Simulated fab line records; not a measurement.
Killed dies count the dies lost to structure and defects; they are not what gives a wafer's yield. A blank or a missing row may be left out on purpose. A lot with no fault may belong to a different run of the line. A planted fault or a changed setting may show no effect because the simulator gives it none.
fab line records	flow n5Finfet
record: lots: 7	wafers: 21
route steps=1938 shown WELL_APT@21 PMOS_HMC_CHANNEL_EPI@62 FIN_CUT@157 DUMMY_GATE@228
startH: the number of hours between the record's first day and the start of the first shown wafer of the lot	waitH: hours from the lot's prior step to this one	" repeats the value in the row above	L1.1+2: one row covering several wafers at once	- no value, or no start was given	* or withheld: withheld	< > ~ a bound
route shown NAME@n: a module of which the file shows steps, and the number in the route of the first	usual: mean/standard deviation taken from wafers without a fault	same: alike in all rows	chamber/n: place in a boat	sites: per-site readings	_std_site: how widely they spread, as a standard deviation	_edge_site: outer sites' mean less inner sites'	radiusMm: how far each site lies from the wafer's centre	mask NAME#n: copy n	behind: the tool/chamber that last shaped the wafer	hold: why the lot was held/for how many hours/how that ended	device: whichever transistor did not switch (one of n, p or np)	end of line: the same wafers' tests at the end of the route	step lacking rows: just its recipe	killed: dies that structure and defects cost at the first sort, which is not the same as the wafer's yield	map: a wafer's dies, marking killed ones x, the rest . and places with no die _
set.NAME: setting as actually run; set.NAME@STEP: the setting as run at that earlier step	model.NAME: the simulator's own value behind a step, which no gauge read
lots whose settings were changed on purpose; a table a step, a row a wafer
== steps ==
step: N5_WELL_APT_COAT_02
recipe: spinRpm: 1357	resistThkNm: 950
lot.wafer	tool	chamber	startH	waitH	set.spinRpm	model.coat_of_WELL_APT_COAT_02.thkNm
L079.1	lithoTrack-04	0	-	-	1225	1003
L079.4	"	0	"	"	1225	1002
L079.6	"	0	"	"	1357	953.8
L080.1	lithoTrack-04	0	-	-	1357	954.6
L080.5	"	0	"	"	1357	952.5
L080.6	"	0	"	"	1357	955.2
L082.1	lithoTrack-01	0	-	-	1357	951.4
L082.2+6	"	0	"	"	1357	949.5
L084.2	lithoTrack-04	0	-	-	1486	916.2
L084.3	"	0	"	"	1357	961.2
L084.4	"	0	"	"	1357	962.5
L087.1	lithoTrack-04	0	-	-	1357	951.1
L087.4	"	0	"	"	1357	951.5
L087.6	"	0	"	"	1357	951.2
L089.3	lithoTrack-01	0	-	-	1357	947.8
L089.4	"	0	"	"	1357	949.8
L089.5	"	0	"	"	1357	948.5
L095.1	lithoTrack-01	0	-	-	1357	949.6
L095.3	"	0	"	"	1247	986.1
L095.6	"	0	"	"	1357	949.7
step: N5_PMOS_HMC_CHANNEL_EPI_EXPOSE_06
recipe: maskId: PMOS_HMC_BLK	na: 1.35	sourceShape: conventional	sigmaOuter: 0.8	polarization: unpolarized	targetCdNm: 240	doseMj: 41
lot.wafer	tool	chamber	startH	waitH	mask	set.doseMj
L079.1+6	arfiScanner-01	0	47.98	-	PMOS_HMC_BLK#0	39.69
L079.4	"	0	"	"	PMOS_HMC_BLK#0	41
L080.1+5+6	arfiScanner-01	0	53.18	-	PMOS_HMC_BLK#0	41
L082.1+6	arfiScanner-01	0	65.96	-	PMOS_HMC_BLK#0	42.34
L082.2	"	0	"	"	PMOS_HMC_BLK#0	41
L084.2	arfiScanner-03	0	77.69	-	PMOS_HMC_BLK#0	41
L084.3+4	"	0	"	"	PMOS_HMC_BLK#0	39.72
L087.1+4+6	arfiScanner-02	0	95.06	-	PMOS_HMC_BLK#0	41
L089.3+5	arfiScanner-01	0	106.85	-	PMOS_HMC_BLK#0	38.76
L089.4	"	0	"	"	PMOS_HMC_BLK#0	41
L095.1+3+6	arfiScanner-03	0	144.18	-	PMOS_HMC_BLK#0	41
step: N5_PMOS_HMC_CHANNEL_EPI_PEB_07
recipe: pebTempC: 110	pebTimeS: 60	resist: CAR-ArF-block
lot.wafer	tool	chamber	startH	waitH	set.pebTimeS
L079.1+4	lithoTrack-02	0	48.04	0.1	60
L079.6	"	0	"	"	54.18
L080.1+5+6	lithoTrack-02	0	53.24	0.1	60
L082.1+2+6	lithoTrack-02	0	66.01	0.1	60
L084.2+3	lithoTrack-01	0	77.75	0.0	60
L084.4	"	0	"	"	63.63
L087.1	lithoTrack-01	0	95.12	0.1	56.41
L087.4+6	"	0	"	"	60
L089.3+4	lithoTrack-01	0	106.90	0.0	60
L089.5	"	0	"	"	66.42
L095.1+6	lithoTrack-02	0	144.24	0.1	60
L095.3	"	0	"	"	46.6
step: N5_PMOS_HMC_CHANNEL_EPI_DEVELOP_08
recipe: developTimeS: 30	developer: TMAH	resist: CAR-ArF-block	devTempC: 23	rinseLiquid: diw	dry: airSpin
step: N5_PMOS_HMC_CHANNEL_EPI_CD_MEAS_09
recipe: targetCdNm: 237.4	landingEnergyEv: 500	detector: seInlens
usual: cdNm: 237.4/0.86
lot.wafer	tool	chamber	startH	waitH	set.doseMj@PMOS_HMC_CHANNEL_EPI_EXPOSE_06	set.pebTimeS@PMOS_HMC_CHANNEL_EPI_PEB_07	cdNm
L079.1	cdSem-03	0	48.11	-	39.69	60	234.4
L079.4	"	0	"	"	41	60	237.6
L079.6	"	0	"	"	39.69	54.18	229.8
L080.1	cdSem-03	0	53.31	-	41	60	237.4
L080.5	"	0	"	"	41	60	236.5
L080.6	"	0	"	"	41	60	236.8
L082.1	cdSem-03	0	66.08	-	42.34	60	239.6
L082.2	"	0	"	"	41	60	237.5
L082.6	"	0	"	"	42.34	60	239.4
L084.2	cdSem-01	0	77.81	-	41	60	236.7
L084.3	"	0	"	"	39.72	60	234.0
L084.4	"	0	"	"	39.72	63.63	236.4
L087.1	cdSem-01	0	95.18	-	41	56.41	233.7
L087.4	"	0	"	"	41	60	237.0
L087.6	"	0	"	"	41	60	236.4
L089.3	cdSem-02	0	106.97	-	38.76	60	233.0
L089.4	"	0	"	"	41	60	238.8
L089.5	"	0	"	"	38.76	66.42	237.1
L095.1	cdSem-03	0	144.30	-	41	60	237.3
L095.3	"	0	"	"	41	46.6	226.1
L095.6	"	0	"	"	41	60	238.8
step: N5_PMOS_HMC_CHANNEL_EPI_DESCUM_14
recipe: chemistry: O2	timeS: 7.9	sourcePowerW: 50	biasPowerW: 20	pressureMtorr: 20	rfFrequencyHz: 2.712e+07	tempC: 40	resist: CAR-ArF-block	o2FlowSccm: 225
lot.wafer	tool	chamber	startH	waitH	set.doseMj@PMOS_HMC_CHANNEL_EPI_EXPOSE_06	set.pebTimeS@PMOS_HMC_CHANNEL_EPI_PEB_07	model.PMOS_HMC_CHANNEL_EPI.cdNm
L079.1	rieDiel-03	1	48.20	0.0	39.69	60	234.3
L079.4	"	1	"	"	41	60	237.5
L079.6	"	2	"	"	39.69	54.18	230.4
L080.1	rieDiel-06	2	53.39	0.0	41	60	237.3
L080.5	"	2	"	"	41	60	236.4
L080.6	"	1	"	"	41	60	236.6
L082.1	rieDiel-03	1	66.18	0.0	42.34	60	239.5
L082.2	"	3	"	"	41	60	237.1
L082.6	"	0	"	"	42.34	60	239.6
L084.2	rieDiel-02	0	77.90	0.0	41	60	236.7
L084.3	"	3	"	"	39.72	60	234.1
L084.4	"	2	"	"	39.72	63.63	236.6
L087.1	rieDiel-03	0	95.29	0.0	41	56.41	233.9
L087.4	"	3	"	"	41	60	237.1
L087.6	"	2	"	"	41	60	236.7
L089.3	rieDiel-02	2	107.05	0.0	38.76	60	233.4
L089.4	"	3	"	"	41	60	238.8
L089.5	"	2	"	"	38.76	66.42	237.7
L095.1	rieDiel-03	3	144.39	0.0	41	60	237.8
L095.3	"	1	"	"	41	46.6	226.2
L095.6	"	0	"	"	41	60	239
step: N5_PMOS_HMC_CHANNEL_EPI_ETCH_32
recipe: chemistry: N2/H2	target: BARC	stopOn: SiO2	targetDepthA: 858	overEtchFrac: 0.3	timeS: 50.3	ionEnergyEv: 200	maskMaterial: CAR-ArF-block	pressureMtorr: 30	sourceW: 840	biasW: 150	n2FlowSccm: 200	h2FlowSccm: 200
lot.wafer	tool	chamber	startH	waitH	set.doseMj@PMOS_HMC_CHANNEL_EPI_EXPOSE_06	set.pebTimeS@PMOS_HMC_CHANNEL_EPI_PEB_07	model.PMOS_HMC_CHANNEL_EPI.cdNm
L079.1	rieDiel-03	1	48.23	0.0	39.69	60	236.9
L079.4	"	1	"	"	41	60	240.4
L079.6	"	2	"	"	39.69	54.18	233.2
L080.1	rieDiel-06	2	53.43	0.0	41	60	240
L080.5	"	2	"	"	41	60	238.6
L080.6	"	1	"	"	41	60	238.8
L082.1	rieDiel-03	1	66.21	0.0	42.34	60	242.3
L082.2	"	3	"	"	41	60	239.1
L082.6	"	0	"	"	42.34	60	242.5
L084.2	rieDiel-02	0	77.94	0.0	41	60	239.8
L084.3	"	3	"	"	39.72	60	236.8
L084.4	"	2	"	"	39.72	63.63	240
L087.1	rieDiel-03	0	95.32	0.0	41	56.41	237
L087.4+6	"	3,2	"	"	41	60	239.3
L089.3	rieDiel-02	2	107.09	0.0	38.76	60	236.7
L089.4	"	3	"	"	41	60	241.5
L089.5	"	2	"	"	38.76	66.42	240.6
L095.1	rieDiel-03	3	144.43	0.0	41	60	241.1
L095.3	"	1	"	"	41	46.6	229.2
L095.6	"	0	"	"	41	60	241.2
step: N5_PMOS_HMC_CHANNEL_EPI_HM_OPEN_15
recipe: chemistry: CHF3/O2	target: SiO2	maskMaterial: CAR-ArF-block	targetDepthA: 406	CHF3_flow_sccm: 50	O2_flow_sccm: 5	Ar_flow_sccm: 200	timeS: 20.3	pressureMtorr: 30	sourceW: 650	biasW: 170	ionEnergyEv: 200
lot.wafer	tool	chamber	startH	waitH	set.doseMj@PMOS_HMC_CHANNEL_EPI_EXPOSE_06	set.pebTimeS@PMOS_HMC_CHANNEL_EPI_PEB_07	model.PMOS_HMC_CHANNEL_EPI.cdNm
L079.1	rieDiel-03	1	48.27	0.0	39.69	60	236.9
L079.4	"	1	"	"	41	60	240.4
L079.6	"	2	"	"	39.69	54.18	233.3
L080.1	rieDiel-06	2	53.47	0.0	41	60	240
L080.5	"	2	"	"	41	60	238.7
L080.6	"	1	"	"	41	60	238.8
L082.1	rieDiel-03	1	66.25	0.0	42.34	60	242.3
L082.2	"	3	"	"	41	60	239.1
L082.6	"	0	"	"	42.34	60	242.5
L084.2	rieDiel-02	0	77.98	0.0	41	60	239.7
L084.3	"	3	"	"	39.72	60	236.7
L084.4	"	2	"	"	39.72	63.63	239.9
L087.1	rieDiel-03	0	95.36	0.0	41	56.41	237
L087.4+6	"	3,2	"	"	41	60	239.3
L089.3	rieDiel-02	2	107.13	0.0	38.76	60	236.7
L089.4	"	3	"	"	41	60	241.4
L089.5	"	2	"	"	38.76	66.42	240.6
L095.1	rieDiel-03	3	144.47	0.0	41	60	241
L095.3	"	1	"	"	41	46.6	229.2
L095.6	"	0	"	"	41	60	241.2
step: N5_PMOS_HMC_CHANNEL_EPI_STRIP_33
recipe: chemistry: N2/H2	powerW: 500	tempC: 40	pressureMtorr: 50	rfFrequencyHz: 6e+07	overashFraction: 0.3	biasPowerW: 8	h2Frac: 0.5	n2FlowSccm: 300	h2FlowSccm: 300
step: N5_PMOS_HMC_CHANNEL_EPI_STRIP_17
recipe: chemistry: SPM	timeS: 750	tempC: 130	h2so4H2o2VolRatio: 4	dry: ipaMarangoni
step: N5_PMOS_HMC_CHANNEL_EPI_ETCH_38
recipe: chemistry: CF4	target: SiO2	targetDepthA: 15	ionEnergyEv: 350	pressureMtorr: 10	icpW: 800	biasW: 400	cf4FlowSccm: 80
lot.wafer	tool	chamber	startH	waitH	set.doseMj@PMOS_HMC_CHANNEL_EPI_EXPOSE_06	set.pebTimeS@PMOS_HMC_CHANNEL_EPI_PEB_07	model.PMOS_HMC_CHANNEL_EPI.cdNm
L079.1	rieSi-06	0	48.63	0.0	39.69	60	236.9
L079.4	"	3	"	"	41	60	240.3
L079.6	"	1	"	"	39.69	54.18	233.3
L080.1	rieSi-01	3	53.85	0.0	41	60	240
L080.5	"	3	"	"	41	60	238.7
L080.6	"	0	"	"	41	60	238.8
L082.1	rieSi-06	3	66.61	0.0	42.34	60	242.2
L082.2	"	1	"	"	41	60	239.1
L082.6	"	3	"	"	42.34	60	242.4
L084.2	rieSi-01	0	78.34	0.0	41	60	239.7
L084.3	"	1	"	"	39.72	60	236.7
L084.4	"	3	"	"	39.72	63.63	239.8
L087.1	rieSi-01	3	95.73	0.0	41	56.41	236.9
L087.4	"	0	"	"	41	60	239.3
L087.6	"	3	"	"	41	60	239.2
L089.3	rieSi-06	2	107.49	0.0	38.76	60	236.7
L089.4	"	3	"	"	41	60	241.4
L089.5	"	2	"	"	38.76	66.42	240.5
L095.1	rieSi-06	2	144.85	0.0	41	60	241
L095.3	"	1	"	"	41	46.6	229.2
L095.6	"	2	"	"	41	60	241.2
step: N5_PMOS_HMC_CHANNEL_EPI_FIN_RECESS_16
recipe: chemistry: HBr/Cl2	target: Si	maskMaterial: SiO2	targetDepthA: 540	timeS: 18	pressureMtorr: 10	icpW: 800	biasW: 75	HBr_flow_sccm: 150	Cl2_flow_sccm: 80
lot.wafer	tool	chamber	startH	waitH	set.doseMj@PMOS_HMC_CHANNEL_EPI_EXPOSE_06	set.pebTimeS@PMOS_HMC_CHANNEL_EPI_PEB_07	model.PMOS_HMC_CHANNEL_EPI.cdNm
L079.1	rieSi-06	0	48.65	0.0	39.69	60	236.9
L079.4	"	3	"	"	41	60	240.3
L079.6	"	1	"	"	39.69	54.18	233.2
L080.1	rieSi-01	3	53.87	0.0	41	60	240
L080.5	"	3	"	"	41	60	238.8
L080.6	"	0	"	"	41	60	238.7
L082.1	rieSi-06	3	66.63	0.0	42.34	60	242.3
L082.2	"	1	"	"	41	60	239.1
L082.6	"	3	"	"	42.34	60	242.5
L084.2	rieSi-01	0	78.36	0.0	41	60	239.6
L084.3	"	1	"	"	39.72	60	236.8
L084.4	"	3	"	"	39.72	63.63	239.8
L087.1	rieSi-01	3	95.75	0.0	41	56.41	236.9
L087.4	"	0	"	"	41	60	239.3
L087.6	"	3	"	"	41	60	239.2
L089.3	rieSi-06	2	107.51	0.0	38.76	60	236.7
L089.4	"	3	"	"	41	60	241.4
L089.5	"	2	"	"	38.76	66.42	240.4
L095.1	rieSi-06	2	144.87	0.0	41	60	241
L095.3	"	1	"	"	41	46.6	229.2
L095.6	"	2	"	"	41	60	241.1
step: N5_FIN_CUT_COAT_02
recipe: resist: CAR-EUV	spinRpm: 1500	resistThkNm: 30
lot.wafer	tool	chamber	startH	waitH	set.spinRpm	model.CAR-EUV_of_FIN_CUT_COAT_02.thkNm
L079.1+6	lithoTrack-01	0	-	-	1500	30.2
L079.4	"	0	"	"	1585	29.4
L080.1+5+6	lithoTrack-01	0	-	-	1500	30
L082.1+6	lithoTrack-02	0	-	-	1500	30
L082.2	"	0	"	"	1400	31
L084.2+4	lithoTrack-01	0	-	-	1500	30
L084.3	"	0	"	"	1383	31.2
L087.1+4+6	lithoTrack-05	0	-	-	1500	30
L089.3+4	lithoTrack-01	0	-	-	1500	30
L089.5	"	0	"	"	1337	31.8
L095.1	lithoTrack-02	0	-	-	1613	28.8
L095.3+6	"	0	"	"	1500	29.8
step: N5_FIN_CUT_EBR_04
recipe: solvent: PGMEA	ebrWidthMm: 1.5
step: N5_FIN_CUT_SOFTBAKE_03
recipe: tempC: 110	timeS: 60	resist: CAR-EUV
step: N5_FIN_CUT_DESCUM_13
recipe: chemistry: O2	timeS: 7	sourcePowerW: 50	biasPowerW: 20	pressureMtorr: 20	rfFrequencyHz: 2.712e+07	tempC: 40	resist: CAR-EUV	o2FlowSccm: 225
step: N5_FIN_CUT_ETCH_30
recipe: chemistry: N2/H2	target: underlayer	targetDepthA: 130	maskMaterial: CAR-EUV	timeS: 10.4	ionEnergyEv: 200	pressureMtorr: 30	sourceW: 840	biasW: 150	n2FlowSccm: 200	h2FlowSccm: 200	ends: cleared
lot.wafer	tool	chamber	startH	waitH	set.spinRpm@FIN_CUT_COAT_02	model.CAR-EUV_of_FIN_CUT_COAT_02.thkNm
L079.1+6	rieDiel-06	2,1	59.20	0.0	1500	14.8
L079.4	"	1	"	"	1585	14
L080.1	rieDiel-03	2	65.24	0.0	1500	14.8
L080.5+6	"	3,0	"	"	1500	14.6
L082.1+6	rieDiel-02	3,1	76.07	0.0	1500	14.6
L082.2	"	2	"	"	1400	15.6
L084.2+4	rieDiel-03	2,0	86.95	0.0	1500	14.6
L084.3	"	1	"	"	1383	15.8
L087.1+4+6	rieDiel-06	3,2,0	104.91	0.0	1500	14.6
L089.3	rieDiel-02	2	117.85	0.0	1500	14.4
L089.4	"	3	"	"	1500	14.6
L089.5	"	1	"	"	1337	16.4
L095.1	rieDiel-02	0	154.28	0.0	1613	13.4
L095.3+6	"	3,1	"	"	1500	14.4
step: N5_FIN_CUT_ETCH_21
recipe: chemistry: N2/H2	target: SOC	targetDepthA: 2190	overetchA: 438	maskMaterial: SiARC	tempC: 40	ionEnergyEv: 100	biasW: 61	timeS: 523.5	pressureMtorr: 30	sourceW: 850	n2FlowSccm: 200	h2FlowSccm: 200
usual: rfVppV: 240.7/1.4
lot.wafer	tool	chamber	startH	waitH	set.biasW	rfVppV	model.SiARC_of_FIN_CUT_COAT_19.thkNm
L079.1	rieDiel-06	2	59.26	0.0	61	239.3	11.8
L079.4	"	1	"	"	61	242.4	12
L079.6	"	1	"	"	61	242.1	12
L080.1	rieDiel-03	2	65.30	0.0	61	240.0	12.2
L080.5	"	3	"	"	61	238.8	12.2
L080.6	"	0	"	"	61	238.8	12
L082.1	rieDiel-02	3	76.13	0.0	51.3	215.3	12.6
L082.2	"	2	"	"	51.3	215.8	12.6
L082.6	"	1	"	"	61	240.8	12
L084.2	rieDiel-03	2	87.01	0.0	61	238.3	12
L084.3	"	1	"	"	61	242.9	11.8
L084.4	"	0	"	"	61	242.2	12
L087.1	rieDiel-06	3	104.97	0.0	61	240.8	12
L087.4	"	2	"	"	69.99	261.2	10.8
L087.6	"	0	"	"	61	238.5	12
L089.3	rieDiel-02	2	117.90	0.0	61	240.3	11.6
L089.4	"	3	"	"	61	239.0	11.8
L089.5	"	1	"	"	61	243.1	12
L095.1	rieDiel-02	0	154.33	0.0	55.94	226.4	12.2
L095.3	"	3	"	"	55.94	226.6	12.2
L095.6	"	1	"	"	55.94	228.8	12.2
step: N5_DUMMY_GATE_EXPOSE_12
recipe: maskId: GATE	na: 0.33	sourceShape: annular	sigmaInner: 0.2	sigmaOuter: 0.6	polarization: unpolarized	targetCdNm: 25	doseMj: 34
lot.wafer	tool	chamber	startH	waitH	mask	set.doseMj
L079.1+6	euvScanner-01	0	79.23	-	GATE#0	34
L079.4	"	0	"	"	GATE#0	36.16
L080.1+5+6	euvScanner-02	0	83.98	-	GATE#0	34
L082.1+6	euvScanner-02	0	94.82	-	GATE#0	35.6
L082.2	"	0	"	"	GATE#0	34
L084.2	euvScanner-02	0	105.60	-	GATE#0	34
L084.3+4	"	0	"	"	GATE#0	36.29
L087.1+4+6	euvScanner-01	0	123.91	-	GATE#0	34
L089.3	euvScanner-02	0	137.21	-	GATE#0	34
L089.4+5	"	0	"	"	GATE#0	35.41
L095.1+3+6	euvScanner-02	0	175.12	-	GATE#0	34
step: N5_DUMMY_GATE_PEB_13
recipe: pebTempC: 100	pebTimeS: 60	resist: CAR-EUV
step: N5_DUMMY_GATE_DEVELOP_14
recipe: developTimeS: 30	developer: TMAH	resist: CAR-EUV	rinseLiquid: surfactantRinse	dry: airSpin	devTempC: 23
step: N5_DUMMY_GATE_CD_MEAS_15
recipe: targetCdNm: 25.8	landingEnergyEv: 500	detector: seInlens
usual: cdNm: 25.00/0.23
lot.wafer	tool	chamber	startH	waitH	set.doseMj@DUMMY_GATE_EXPOSE_12	cdNm
L079.1	cdSem-01	0	79.36	-	34	24.93
L079.4	"	0	"	"	36.16	24.01
L079.6	"	0	"	"	34	25.02
L080.1	cdSem-01	0	84.11	-	34	24.56
L080.5	"	0	"	"	34	25.45
L080.6	"	0	"	"	34	24.91
L082.1	cdSem-02	0	94.95	-	35.6	23.92
L082.2	"	0	"	"	34	24.87
L082.6	"	0	"	"	35.6	24.38
L084.2	cdSem-01	0	105.72	-	34	25.26
L084.3	"	0	"	"	36.29	23.88
L084.4	"	0	"	"	36.29	23.95
L087.1	cdSem-02	0	124.04	-	34	24.69
L087.4	"	0	"	"	34	25.08
L087.6	"	0	"	"	34	24.73
L089.3	cdSem-02	0	137.33	-	34	25.34
L089.4	"	0	"	"	35.41	24.12
L089.5	"	0	"	"	35.41	24.61
L095.1	cdSem-02	0	175.25	-	34	24.76
L095.3	"	0	"	"	34	24.85
L095.6	"	0	"	"	34	24.92
== key ==
split: step: N5_WELL_APT_COAT_02	setting: spinRpm	stated: 1357	by: wafer
response: step: N5_WELL_APT_COAT_02	reading: model.coat_of_WELL_APT_COAT_02.thkNm	change: -4.79	per: 1%	r: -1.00
split: step: N5_PMOS_HMC_CHANNEL_EPI_EXPOSE_06	setting: doseMj	stated: 41	by: wafer
response: step: N5_PMOS_HMC_CHANNEL_EPI_CD_MEAS_09	reading: cdNm	slope: +1	per: 1%	togetherWith: pebTimeS@PMOS_HMC_CHANNEL_EPI_PEB_07	explained: 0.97
response: step: N5_PMOS_HMC_CHANNEL_EPI_DESCUM_14	reading: model.PMOS_HMC_CHANNEL_EPI.cdNm	slope: +0.964	per: 1%	togetherWith: pebTimeS@PMOS_HMC_CHANNEL_EPI_PEB_07	explained: 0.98
response: step: N5_PMOS_HMC_CHANNEL_EPI_ETCH_32	reading: model.PMOS_HMC_CHANNEL_EPI.cdNm	slope: +0.97	per: 1%	togetherWith: pebTimeS@PMOS_HMC_CHANNEL_EPI_PEB_07	explained: 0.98
response: step: N5_PMOS_HMC_CHANNEL_EPI_HM_OPEN_15	reading: model.PMOS_HMC_CHANNEL_EPI.cdNm	slope: +0.966	per: 1%	togetherWith: pebTimeS@PMOS_HMC_CHANNEL_EPI_PEB_07	explained: 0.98
response: step: N5_PMOS_HMC_CHANNEL_EPI_ETCH_38	reading: model.PMOS_HMC_CHANNEL_EPI.cdNm	slope: +0.965	per: 1%	togetherWith: pebTimeS@PMOS_HMC_CHANNEL_EPI_PEB_07	explained: 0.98
response: step: N5_PMOS_HMC_CHANNEL_EPI_FIN_RECESS_16	reading: model.PMOS_HMC_CHANNEL_EPI.cdNm	slope: +0.963	per: 1%	togetherWith: pebTimeS@PMOS_HMC_CHANNEL_EPI_PEB_07	explained: 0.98
split: step: N5_PMOS_HMC_CHANNEL_EPI_PEB_07	setting: pebTimeS	stated: 60	by: wafer
response: step: N5_PMOS_HMC_CHANNEL_EPI_DESCUM_14	reading: model.PMOS_HMC_CHANNEL_EPI.cdNm	change: +0.472	per: 1%	r: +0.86
response: step: N5_PMOS_HMC_CHANNEL_EPI_ETCH_32	reading: model.PMOS_HMC_CHANNEL_EPI.cdNm	change: +0.46	per: 1%	r: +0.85
response: step: N5_PMOS_HMC_CHANNEL_EPI_CD_MEAS_09	reading: cdNm	slope: +0.498	per: 1%	togetherWith: doseMj@PMOS_HMC_CHANNEL_EPI_EXPOSE_06	explained: 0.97
response: step: N5_PMOS_HMC_CHANNEL_EPI_HM_OPEN_15	reading: model.PMOS_HMC_CHANNEL_EPI.cdNm	slope: +0.489	per: 1%	togetherWith: doseMj@PMOS_HMC_CHANNEL_EPI_EXPOSE_06	explained: 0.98
response: step: N5_PMOS_HMC_CHANNEL_EPI_ETCH_38	reading: model.PMOS_HMC_CHANNEL_EPI.cdNm	slope: +0.487	per: 1%	togetherWith: doseMj@PMOS_HMC_CHANNEL_EPI_EXPOSE_06	explained: 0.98
response: step: N5_PMOS_HMC_CHANNEL_EPI_FIN_RECESS_16	reading: model.PMOS_HMC_CHANNEL_EPI.cdNm	slope: +0.486	per: 1%	togetherWith: doseMj@PMOS_HMC_CHANNEL_EPI_EXPOSE_06	explained: 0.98
split: step: N5_FIN_CUT_COAT_02	setting: spinRpm	stated: 1500	by: wafer
response: step: N5_FIN_CUT_COAT_02	reading: model.CAR-EUV_of_FIN_CUT_COAT_02.thkNm	change: -0.153	per: 1%	r: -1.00
response: step: N5_FIN_CUT_ETCH_30	reading: model.CAR-EUV_of_FIN_CUT_COAT_02.thkNm	change: -0.156	per: 1%	r: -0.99
split: step: N5_FIN_CUT_ETCH_21	setting: biasW	stated: 61	by: wafer
response: step: N5_FIN_CUT_ETCH_21	reading: rfVppV	change: +1.53	per: 1%	r: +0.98
response: step: N5_FIN_CUT_ETCH_21	reading: model.SiARC_of_FIN_CUT_COAT_19.thkNm	change: -0.0579	per: 1%	r: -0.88
split: step: N5_DUMMY_GATE_EXPOSE_12	setting: doseMj	stated: 34	by: wafer
response: step: N5_DUMMY_GATE_CD_MEAS_15	reading: cdNm	change: -0.181	per: 1%	r: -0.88
